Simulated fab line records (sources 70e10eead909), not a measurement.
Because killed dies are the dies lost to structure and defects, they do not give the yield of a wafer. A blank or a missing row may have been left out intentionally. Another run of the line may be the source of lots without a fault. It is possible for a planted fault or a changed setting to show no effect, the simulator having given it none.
fab line records -- flow nand_harc
record lots=5, wafers=15, last_day=25
route steps=1159 shown P_ZERO_WELL@44 END@1159
lots with no fault: from the same line, run without faults
start_h: hours from the record's first day to the start of the lot's first wafer shown -- wait_h: hours elapsed since this lot's preceding step -- " repeats the value in the row above -- L1.1+2: a row that stands for several wafers -- - either no value or no given start -- * or withheld: withheld -- < > ~ a bound
route shown NAME@n: a module of which the file shows steps, and the number in the route of the first -- usual: mean/standard deviation taken from wafers without a fault -- same: alike in all rows -- chamber/n: place in a boat -- sites: readings site by site -- _std_site: standard deviation across them -- _edge_site: outer sites' mean less inner sites' -- radius_mm: for every site, how far away it sits from the centre of the wafer -- mask NAME#n: copy n -- behind: the last tool/chamber to shape the wafer -- hold: what put the lot on hold/how long, in hours/how the hold closed -- device: which transistor (n, p or np) failed to switch -- end of line: the same wafers' tests at the end of the route -- a step with no rows: only its recipe -- killed: dies that structure and defects cost at the first sort, which is not the same as the wafer's yield -- map: dies across one wafer; x = killed, . = not, _ = none there
set.NAME: the setting the step ran with; set.NAME@STEP: the setting that earlier step ran with -- model.NAME: the simulator's own value behind a step, which no gauge read
a table for each step, a row for each wafer; lots at some steps of the route
services: the hour from which a tool's chamber was out of use, counted from the record's first day as start_h (under 0 if before that day), plus the number of hours and why
## steps
# step NHARC_P_ZERO_WELL_CD_MEAS_37
# recipe target_cd_nm=720, landing_energy_ev=500
# usual cd_nm=718.9/1.9
# same landing_energy_ev=500
lot.wafer,tool,chamber,start_h,wait_h,cd_nm
L534.1,cd_sem-03,0,16.22,-,718.3
L534.5,cd_sem-03,0,16.22,-,717.4
L534.6,cd_sem-03,0,16.22,-,713.7
L537.2,cd_sem-03,0,34.27,-,717.3
L537.3,cd_sem-03,0,34.27,-,719.2
L537.4,cd_sem-03,0,34.27,-,719.0
L548.1,cd_sem-01,0,100.12,-,720.2
L548.4,cd_sem-01,0,100.12,-,719.3
L548.5,cd_sem-01,0,100.12,-,718.7
L555.3,cd_sem-01,0,142.31,-,716.6
L555.5,cd_sem-01,0,142.31,-,715.5
L555.6,cd_sem-01,0,142.31,-,718.2
L557.3,cd_sem-01,0,154.34,-,720.6
L557.5,cd_sem-01,0,154.34,-,718.5
L557.6,cd_sem-01,0,154.34,-,719.9
# step NHARC_P_ZERO_WELL_HARDBAKE_38
# recipe temp_c=125, time_s=80
# step NHARC_P_ZERO_WELL_DESCUM_39
# recipe time_s=3, o2_flow_sccm=200, ar_flow_sccm=0, bias_power_w=0, chemistry=O2
# usual drypump_motor_current_A=5.5/0.52, oes_product_au=0.997/0.01, rf_vpp_V=57.6/0.77, showerhead_plenum_p_Torr=1.86/0.06, throttle_valve_pct=11.311/0.009
lot.wafer,tool,chamber,start_h,wait_h,drypump_motor_current_A,oes_product_au,rf_hours_counter_h,rf_vpp_V,showerhead_plenum_p_Torr,throttle_valve_pct
L534.1,rie_diel-05,1,16.40,-,5.3,1.009,1.0,56.7,1.87,11.318
L534.5,rie_diel-05,3,16.40,-,6.0,0.998,-,58.2,1.82,11.308
L534.6,rie_diel-05,0,16.40,-,5.0,1.015,-,57.2,1.88,11.310
L537.2,rie_diel-05,1,34.44,-,5.2,1.002,2.2,58.1,1.87,11.293
L537.3,rie_diel-05,2,34.44,-,5.3,0.985,2.2,57.6,1.93,11.302
L537.4,rie_diel-05,3,34.44,-,6.0,0.994,2.2,55.8,1.82,11.334
L548.1,rie_diel-05,2,100.30,-,5.4,0.992,6.2,58.1,1.93,11.315
L548.4,rie_diel-05,3,100.30,-,6.1,0.989,6.1,57.2,1.82,11.311
L548.5,rie_diel-05,0,100.30,-,5.0,0.999,-,56.4,1.87,11.306
L555.3,rie_diel-12,2,142.56,-,6.6,0.997,9.8,57.4,1.79,11.305
L555.5,rie_diel-12,3,142.56,-,5.1,0.995,-,58.3,1.80,11.312
L555.6,rie_diel-12,0,142.56,-,5.9,0.987,-,56.5,1.80,11.316
L557.3,rie_diel-05,0,154.52,-,5.0,1.000,8.9,57.0,1.87,11.315
L557.6,rie_diel-05,2,154.52,-,5.4,0.975,-,58.2,1.93,11.317
L557.5,rie_diel-05,3,154.52,-,6.0,0.987,-,59.1,1.82,11.309
# step NHARC_P_ZERO_WELL_IMPLANT_40
# recipe energy_kev=300, dose_cm2=1e+13, tilt_deg=7
# step NHARC_P_ZERO_WELL_IMPLANT_59
# recipe energy_kev=120, dose_cm2=5e+12, tilt_deg=7
# step NHARC_P_ZERO_WELL_IMPLANT_60
# recipe energy_kev=30, dose_cm2=2e+12, tilt_deg=7
# step NHARC_P_ZERO_WELL_STRIP_41
# recipe time_s=840, temp_c=130, chemistry=SPM
# step NHARC_P_ZERO_WELL_DEHYDRATE_44
# recipe temp_c=150, time_s=120
# step NHARC_P_ZERO_WELL_HMDS_45
# recipe time_s=30
# step NHARC_P_ZERO_WELL_COAT_46
# recipe spin_rpm=withheld
# step NHARC_P_ZERO_WELL_SOFTBAKE_47
# recipe temp_c=122, time_s=95
# step NHARC_P_ZERO_WELL_EBR_48
# step NHARC_P_ZERO_WELL_EXPOSE_49
# recipe na=0.6, target_cd_nm=2000, dose_mj=22.64, mask_id=P_HVPW
# usual reticle_temp_C=22.98/0.11
lot.wafer,tool,chamber,start_h,wait_h,mask,reticle_temp_C
L534.1,krf_scanner-04,0,17.70,-,P_HVPW#0,23.10
L534.5,krf_scanner-04,0,17.70,-,P_HVPW#0,23.06
L534.6,krf_scanner-04,0,17.70,-,P_HVPW#0,22.95
L537.2,krf_scanner-01,0,35.64,-,P_NWELL#0,22.96
L537.3,krf_scanner-01,0,35.64,-,P_NWELL#0,23.27
L537.4,krf_scanner-01,0,35.64,-,P_NWELL#0,23.00
L548.1,krf_scanner-02,0,101.65,-,P_HVPW#0,22.74
L548.4,krf_scanner-02,0,101.65,-,P_HVPW#0,22.97
L548.5,krf_scanner-02,0,101.65,-,P_HVPW#0,22.93
L555.3,krf_scanner-01,0,143.86,-,P_HVPW#0,23.11
L555.5,krf_scanner-01,0,143.86,-,P_HVPW#0,22.95
L555.6,krf_scanner-01,0,143.86,-,P_HVPW#0,23.00
L557.3,krf_scanner-02,0,155.88,-,P_HVPW#0,22.79
L557.5,krf_scanner-02,0,155.88,-,P_HVPW#0,23.00
L557.6,krf_scanner-02,0,155.88,-,P_HVPW#0,22.94
# step NHARC_P_ZERO_WELL_PEB_50
# recipe peb_temp_c=118, peb_time_s=85
# step NHARC_P_ZERO_WELL_DEVELOP_51
# recipe time_s=70
# step NHARC_P_ZERO_WELL_CD_MEAS_52
# recipe target_cd_nm=2000, landing_energy_ev=500
# usual cd_nm=1999.5/1.7
# same landing_energy_ev=500
lot.wafer,tool,chamber,start_h,wait_h,cd_nm
L534.1,cd_sem-01,0,17.85,-,2001.5
L534.5,cd_sem-01,0,17.85,-,1999.6
L534.6,cd_sem-01,0,17.85,-,1998.1
L537.2,cd_sem-02,0,35.79,-,-
L537.3,cd_sem-02,0,35.79,-,-
L537.4,cd_sem-02,0,35.79,-,-
L548.1,cd_sem-03,0,101.81,-,2000.5
L548.4,cd_sem-03,0,101.81,-,1999.4
L548.5,cd_sem-03,0,101.81,-,1999.6
L555.3,cd_sem-02,0,144.01,-,1996.6
L555.5,cd_sem-02,0,144.01,-,1999.1
L555.6,cd_sem-02,0,144.01,-,1998.3
L557.3,cd_sem-01,0,156.03,-,2001.1
L557.5,cd_sem-01,0,156.03,-,2000.5
L557.6,cd_sem-01,0,156.03,-,1999.0
# step NHARC_P_ZERO_WELL_HARDBAKE_53
# recipe temp_c=125, time_s=80
# step NHARC_END_SORT_01
# recipe temp_c=25
# usual killed_at_array=29/10, killed_at_other=0.7/1.1, killed_at_periphery=3.2/2.2, killed_dies=33/11, killed_open=3.5/1.8, killed_short=2.0/1.4
# same gross_dies=677
lot.wafer,tool,chamber,start_h,wait_h,hold,killed_at_array,killed_at_other,killed_at_periphery,killed_dies,killed_open,killed_short
L534.1,prober-02,0,466.93,2.5,-,14,0,5,19,0,2
L534.5,prober-02,0,470.13,3.7,-,20,0,2,22,5,0
L534.6,prober-02,0,470.93,4.0,-,14,0,6,20,2,2
L537.2,prober-01,0,490.97,2.8,await_dispo/1.5h/scrap,30,0,647,677,8,3
L537.3,prober-01,0,491.79,3.1,await_dispo/1.5h/scrap,28,0,649,677,3,0
L537.4,prober-01,0,492.60,3.5,await_dispo/1.5h/scrap,32,0,645,677,2,1
L548.1,prober-01,0,521.57,2.5,-,24,0,2,26,7,1
L548.4,prober-01,0,524.00,3.4,-,16,0,2,18,3,0
L548.5,prober-01,0,524.81,3.7,-,16,2,0,18,0,1
L555.3,prober-02,0,575.83,3.1,-,51,0,1,52,2,1
L555.5,prober-02,0,577.43,3.7,-,41,2,0,43,3,1
L555.6,prober-02,0,578.23,4.0,-,35,3,1,39,2,3
L557.3,prober-02,0,586.12,3.1,-,49,3,0,52,3,2
L557.5,prober-02,0,587.71,3.7,-,41,5,1,47,3,3
L557.6,prober-02,0,588.51,4.0,-,50,4,3,57,5,2
# killed by level:class
L534.1 P_GATE:chamber_film_flake=5 A_WL_FILL:chamber_film_flake=4 A_STAIRCASE:chamber_film_flake=4 A_M0:chamber_film_flake=2 A_SOURCE_PLATE:geometric_particle:short=1 A_WL_FILL:geometric_particle:short=1 A_CHANNEL_HOLE_D1:chamber_film_flake=1 A_SLIT:chamber_film_flake=1
L534.5 A_M0:chamber_film_flake=5 A_STAIRCASE:chamber_film_flake=4 A_CONTACT:geometric_particle:open=3 A_CONTACT:chamber_film_flake=3 P_GATE:chamber_film_flake=2 A_WL_FILL:chamber_film_flake=2 A_WL_FILL:geometric_particle:open=1 A_BLC:geometric_particle:open=1
L534.6 P_GATE:chamber_film_flake=3 A_STAIRCASE:chamber_film_flake=2 A_WL_FILL:chamber_film_flake=2 A_CONTACT:chamber_film_flake=2 A_M0:chamber_film_flake=2 P_M1:geometric_particle:open=1 A_ONON_D1:geometric_particle:short=1 A_WL_FILL:geometric_particle:short=1
L537.2 P_ZERO_WELL:area_expose=645 A_SLIT:chamber_film_flake=10 A_STAIRCASE:chamber_film_flake=4 A_CONTACT:geometric_particle:open=3 A_BLC:geometric_particle:open=2 A_CHANNEL_HOLE_D1:chamber_film_flake=2 A_M1:chamber_film_flake=2 P_GATE:geometric_particle:short=1
L537.3 P_ZERO_WELL:area_expose=649 A_SLIT:chamber_film_flake=11 A_CHANNEL_HOLE_D1:chamber_film_flake=5 A_STAIRCASE:chamber_film_flake=3 A_CONTACT:chamber_film_flake=3 A_M1:chamber_film_flake=3 A_ONON_D1:geometric_particle:open=1 A_CHANNEL_FILL_D1:geometric_particle:open=1
L537.4 P_ZERO_WELL:area_expose=643 A_SLIT:chamber_film_flake=10 A_CHANNEL_HOLE_D1:chamber_film_flake=5 A_SGD_CUT:chamber_film_flake=5 A_STAIRCASE:chamber_film_flake=4 A_ZERO_WELL:chamber_film_flake=2 A_M1:chamber_film_flake=2 P_CONTACT:geometric_particle:short=1
L548.1 A_CONTACT:chamber_film_flake=8 A_CHANNEL_HOLE_D1:chamber_film_flake=6 A_STAIRCASE:chamber_film_flake=3 A_ONON_D1:geometric_particle:open=2 A_M0:geometric_particle:open=2 P_GATE:geometric_particle:short=1 P_CONTACT:geometric_particle:open=1 A_CHANNEL_FILL_D1:geometric_particle:open=1
L548.4 A_STAIRCASE:chamber_film_flake=5 A_CHANNEL_HOLE_D1:chamber_film_flake=4 A_SLIT:chamber_film_flake=2 A_CONTACT:chamber_film_flake=2 P_M0:geometric_particle:open=1 A_CONTACT:geometric_particle:open=1 A_BLC:geometric_particle:open=1 P_BONDPAD:chamber_film_flake=1
L548.5 A_CHANNEL_HOLE_D1:chamber_film_flake=9 A_CONTACT:chamber_film_flake=4 A_SLIT:chamber_film_flake=2 THIN_TSV:chamber_film_flake=2 A_WL_FILL:geometric_particle:short=1
L555.3 A_SLIT:chamber_film_flake=20 A_SGD_CUT:chamber_film_flake=8 A_CONTACT:chamber_film_flake=8 A_CHANNEL_HOLE_D1:chamber_film_flake=5 A_ZERO_WELL:chamber_film_flake=3 A_STAIRCASE:chamber_film_flake=3 A_WL_FILL:chamber_film_flake=2 P_CONTACT:geometric_particle:open=1
L555.5 A_SLIT:chamber_film_flake=23 A_CHANNEL_HOLE_D1:chamber_film_flake=4 A_CONTACT:chamber_film_flake=3 A_CHANNEL_FILL_D1:chamber_film_flake=2 A_SGD_CUT:chamber_film_flake=2 THIN_TSV:chamber_film_flake=2 A_ONON_D1:geometric_particle:open=1 A_SLIT:geometric_particle:open=1
L555.6 A_SLIT:chamber_film_flake=13 A_CHANNEL_HOLE_D1:chamber_film_flake=8 A_SGD_CUT:chamber_film_flake=5 A_CONTACT:chamber_film_flake=4 THIN_TSV:chamber_film_flake=2 P_M1:geometric_particle:short=1 A_ONON_D1:geometric_particle:short=1 A_CHANNEL_HOLE_D1:geometric_particle:open=1
L557.3 A_SLIT:chamber_film_flake=18 A_CHANNEL_HOLE_D1:chamber_film_flake=10 A_CONTACT:chamber_film_flake=5 A_BONDPAD:chamber_film_flake=4 A_STAIRCASE:chamber_film_flake=3 A_WL_FILL:chamber_film_flake=2 THIN_TSV:chamber_film_flake=2 A_SOURCE_PLATE:geometric_particle:short=1
L557.5 A_CHANNEL_HOLE_D1:chamber_film_flake=13 A_SLIT:chamber_film_flake=13 A_CONTACT:chamber_film_flake=5 THIN_TSV:chamber_film_flake=5 A_BONDPAD:chamber_film_flake=3 P_M2:geometric_particle:open=1 A_ONON_D1:geometric_particle:short=1 A_WL_FILL:geometric_particle:short=1
L557.6 A_SLIT:chamber_film_flake=24 A_CHANNEL_HOLE_D1:chamber_film_flake=6 A_CONTACT:chamber_film_flake=6 A_BONDPAD:chamber_film_flake=4 THIN_TSV:chamber_film_flake=4 A_CONTACT:geometric_particle:open=3 A_ZERO_WELL:chamber_film_flake=2 A_STAIRCASE:chamber_film_flake=2
# map L537.2 (x killed, . not)
____________x____________
_________xxxxxxx_________
_______xxxxxxxxxxx_______
______xxxxxxxxxxxxx______
_____xxxxxxxxxxxxxxx_____
____xxxxxxxxxxxxxxxxx____
____xxxxxxxxxxxxxxxxx____
___xxxxxxxxxxxxxxxxxxx___
___xxxxxxxxxxxxxxxxxxx___
__xxxxxxxxxxxxxxxxxxxxx__
__xxxxxxxxxxxxxxxxxxxxx__
_xxxxxxxxxxxxxxxxxxxxxxx_
_xxxxxxxxxxxxxxxxxxxxxxx_
_xxxxxxxxxxxxxxxxxxxxxxx_
_xxxxxxxxxxxxxxxxxxxxxxx_
_xxxxxxxxxxxxxxxxxxxxxxx_
xxxxxxxxxxxxxxxxxxxxxxxxx
xxxxxxxxxxxxxxxxxxxxxxxxx
xxxxxxxxxxxxxxxxxxxxxxxxx
xxxxxxxxxxxxxxxxxxxxxxxxx
xxxxxxxxxxxxxxxxxxxxxxxxx
_xxxxxxxxxxxxxxxxxxxxxxx_
_xxxxxxxxxxxxxxxxxxxxxxx_
_xxxxxxxxxxxxxxxxxxxxxxx_
_xxxxxxxxxxxxxxxxxxxxxxx_
_xxxxxxxxxxxxxxxxxxxxxxx_
__xxxxxxxxxxxxxxxxxxxxx__
__xxxxxxxxxxxxxxxxxxxxx__
___xxxxxxxxxxxxxxxxxxx___
___xxxxxxxxxxxxxxxxxxx___
____xxxxxxxxxxxxxxxxx____
____xxxxxxxxxxxxxxxxx____
_____xxxxxxxxxxxxxxx_____
______xxxxxxxxxxxxx______
_______xxxxxxxxxxx_______
_________xxxxxxx_________
____________x____________
# map L555.3 (x killed, . not)
____________.____________
_________......._________
_______..........._______
______.............______
_____..............._____
____.................____
____.................____
___................x..___
___...................___
__.x...................__
__.x..............x....__
_......................._
_.............x..x......_
_...............xx......_
_...............x..x...._
_...x..................._
...........x...x.........
..................x......
.........................
....x......xxx...........
x...x......xx............
_.......x..xx..x........_
_............x.........._
_.........xxxxx..x......_
_.........x.xxx........._
_....x.....x..x........._
__x..x......x.x.......x__
__............x........__
___.........x.........___
___........x..........___
____....x............____
____.......x.........____
_____....x..x......._____
______.............______
_______..........._______
_________......._________
____________.____________
## services
tool,chamber,start_h,hours,kind
rie_diel-05,0,-4.40,-,clean
rie_diel-05,1,-4.40,-,clean
rie_diel-05,2,-4.40,-,clean
rie_diel-05,3,-4.40,-,clean
krf_scanner-02,-,8.69,3.0,repair
krf_scanner-01,-,10.26,0.2,repair
krf_scanner-02,-,17.80,0.3,repair
rie_diel-05,0,20.10,-,clean
rie_diel-05,1,20.10,-,clean
rie_diel-05,2,20.10,-,clean
rie_diel-05,3,20.10,-,clean
krf_scanner-01,-,24.20,3.4,repair
rie_diel-12,-,25.40,9.0,pm
krf_scanner-02,-,38.00,4.0,pm
rie_diel-05,0,44.60,-,clean
rie_diel-05,1,44.60,-,clean
krf_scanner-04,-,64.44,2.5,repair
krf_scanner-01,-,84.00,4.0,pm
krf_scanner-02,-,110.69,0.6,repair
krf_scanner-01,-,117.44,0.5,repair
krf_scanner-04,-,126.00,4.0,pm
rie_diel-12,0,142.69,1.5,repair
krf_scanner-04,-,144.19,1.7,repair
rie_diel-12,1,151.24,1.4,repair
## key
first_sign step=NHARC_P_ZERO_WELL_EXPOSE_49, reading=mask, direction=changed
effect step=NHARC_P_ZERO_WELL_CD_MEAS_52, reading=cd_nm, direction=missing
effect step=NHARC_END_SORT_01, reading=killed_at_periphery, direction=up, sigmas=99+, usual=3.2, struck=647
more_kills_born_at NHARC_P_ZERO_WELL_EXPOSE_49@krf_scanner-01=1937
met_at NHARC_P_ZERO_WELL_EXPOSE_49
struck_wafers L537.2,L537.3,L537.4
later_rows_left_out L537.2,L537.3,L537.4
tester_left_out L537
fault kind=wrong_mask, tool=any, chamber=-, onset_h=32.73, steps=NHARC_P_ZERO_WELL_EXPOSE_49, aux_copy=P_NWELL#0, scope=struck_lots_only
# tester_left_out: of these lots the tester's yield and bins aren't shown, on N5 and GAA mostly nor the transistor test; their killed dies are dies lost to structure and defects alone, not to doping, threshold or leakage, so they don't give the yield
# later_rows_left_out: the simulator's readings of these wafers behind a module that went badly wrong aren't trusted and aren't shown, but for the sort
